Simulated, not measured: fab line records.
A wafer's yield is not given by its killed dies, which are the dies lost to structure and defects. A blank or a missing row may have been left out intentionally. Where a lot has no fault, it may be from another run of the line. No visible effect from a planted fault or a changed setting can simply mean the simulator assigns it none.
Chamber matching + flow nandHarc + 4 sister chambers for NHARC_A_CHANNEL_HOLE_D2_DESCUM_15 on rieDiel-05
The step chemistry O2, time 3 s. 8 wafers are shown with their chamber, then 11 later ones without.

## EACH WAFER AND ITS CHAMBER
| wafer  | chamber | drypumpMotorCurrentA (A) | oesProductAu (a.u.) |
|--------|---------|--------------------------|---------------------|
| L081.4 | 3       | 6.32                     | 1.010               |
| L085.1 | 3       | 6.34                     | 1.003               |
| L086.4 | 2       | 6.09                     | 0.995               |
| L087.2 | 2       | 6.16                     | 0.999               |
| L089.3 | 0       | 5.54                     | 0.973               |
| L089.5 | 0       | 5.54                     | 0.984               |
| L089.6 | 1       | 5.73                     | 0.996               |
| L092.1 | 1       | 5.74                     | 1.006               |

## WAFERS WHOSE CHAMBER IS MISSING
| wafer  | drypumpMotorCurrentA (A) | oesProductAu (a.u.) |
|--------|--------------------------|---------------------|
| L092.2 | 6.12                     | 1.007               |
| L092.5 | 5.73                     | 0.998               |
| L095.1 | 6.33                     | 0.984               |
| L095.3 | 6.20                     | 1.006               |
| L095.4 | 5.53                     | 0.987               |
| L096.1 | 5.74                     | 0.994               |
| L096.4 | 6.33                     | 0.994               |
| L096.6 | 5.55                     | 0.986               |
| L097.1 | 5.54                     | 0.993               |
| L097.2 | 6.13                     | 1.008               |
| L097.5 | 5.72                     | 0.996               |

## THE CHAMBER EACH PASSED THROUGH
| wafer  | from the rows above     | in truth |
|--------|-------------------------|----------|
| L092.2 | 2                       | 2        |
| L092.5 | 1                       | 1        |
| L095.1 | 3                       | 3        |
| L095.3 | can't be placed: 2 or 3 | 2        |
| L095.4 | 0                       | 0        |
| L096.1 | 1                       | 1        |
| L096.4 | 3                       | 3        |
| L096.6 | 0                       | 0        |
| L097.1 | 0                       | 0        |
| L097.2 | 2                       | 2        |
| L097.5 | 1                       | 1        |
10 of 11 placed correctly. Unplaceable from these rows: 1, with the true chamber sitting among the candidates in 1. Number placed wrongly: 0.
How it was worked out, from the rows above alone: a wafer's distance from a chamber is the root of the sum, over the readings, of the square of ((its reading less the chamber's mean) divided by the reading's scatter). The wafer belongs to the nearest chamber; if the next one is less than 2 further off, it can't be placed. The mean given for a chamber averages the wafers shown for that chamber. How the scatter is found: for the shown wafers, subtract from each reading the mean of its chamber, square and add these, divide the total by (wafers less chambers), then take the root.
